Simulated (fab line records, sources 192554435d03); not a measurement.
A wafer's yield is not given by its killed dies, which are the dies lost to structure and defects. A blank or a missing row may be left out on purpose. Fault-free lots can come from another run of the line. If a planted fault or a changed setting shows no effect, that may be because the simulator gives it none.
Chamber matching || flow n5 finfet || N5_BEOL_M3_ILD_DEP_00 on pecvd-03 has 3 sister chambers
The step deposits SiOC from DEMS/O2, target thk 79 nm, time 15.3 s. 3 wafers are shown with their chamber, then 10 later ones without.

## EACH WAFER AND ITS CHAMBER
{"wafer": "L086.3", "chamber": 2, "heater power w (W)": 384}
{"wafer": "L091.1", "chamber": 0, "heater power w (W)": 532}
{"wafer": "L091.3", "chamber": 1, "heater power w (W)": 370}

## WAFERS WITHOUT THEIR CHAMBER
{"wafer": "L091.6", "heater power w (W)": 377}
{"wafer": "L094.1", "heater power w (W)": 405}
{"wafer": "L094.4", "heater power w (W)": 413}
{"wafer": "L094.5", "heater power w (W)": 422}
{"wafer": "L096.2", "heater power w (W)": 398}
{"wafer": "L096.3", "heater power w (W)": 502}
{"wafer": "L096.5", "heater power w (W)": 389}
{"wafer": "L097.1", "heater power w (W)": 386}
{"wafer": "L097.2", "heater power w (W)": 512}
{"wafer": "L097.3", "heater power w (W)": 360}

## WHICH CHAMBER EACH WENT THROUGH
{"wafer": "L091.6", "from the rows above": "can't be placed: 1 or 2", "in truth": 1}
{"wafer": "L094.1", "from the rows above": "can't be placed: 2 or 1", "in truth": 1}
{"wafer": "L094.4", "from the rows above": "can't be placed: 2 or 1", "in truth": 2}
{"wafer": "L094.5", "from the rows above": "can't be placed: 2 or 1", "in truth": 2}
{"wafer": "L096.2", "from the rows above": "can't be placed: 2 or 1", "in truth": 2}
{"wafer": "L096.3", "from the rows above": 0, "in truth": 0}
{"wafer": "L096.5", "from the rows above": "can't be placed: 2 or 1", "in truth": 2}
{"wafer": "L097.1", "from the rows above": "can't be placed: 2 or 1", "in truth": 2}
{"wafer": "L097.2", "from the rows above": 0, "in truth": 0}
{"wafer": "L097.3", "from the rows above": "can't be placed: 1 or 2", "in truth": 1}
Correctly placed: 2 of 10. Unplaceable from these rows: 8, with the true chamber sitting among the candidates in 8. 0 placed wrongly.
How it was worked out, from the rows above alone: a wafer's distance from a chamber is the root of the sum, over the readings, of the square of ((its reading less the chamber's mean) divided by the reading's scatter). The wafer belongs to the nearest chamber; if the next one is less than 2 further off, it can't be placed. The mean given for a chamber averages the wafers shown for that chamber. The scatter (one wafer shown for each chamber): square how far every hidden wafer sits from the nearest shown wafer, average those squares and take the square root.
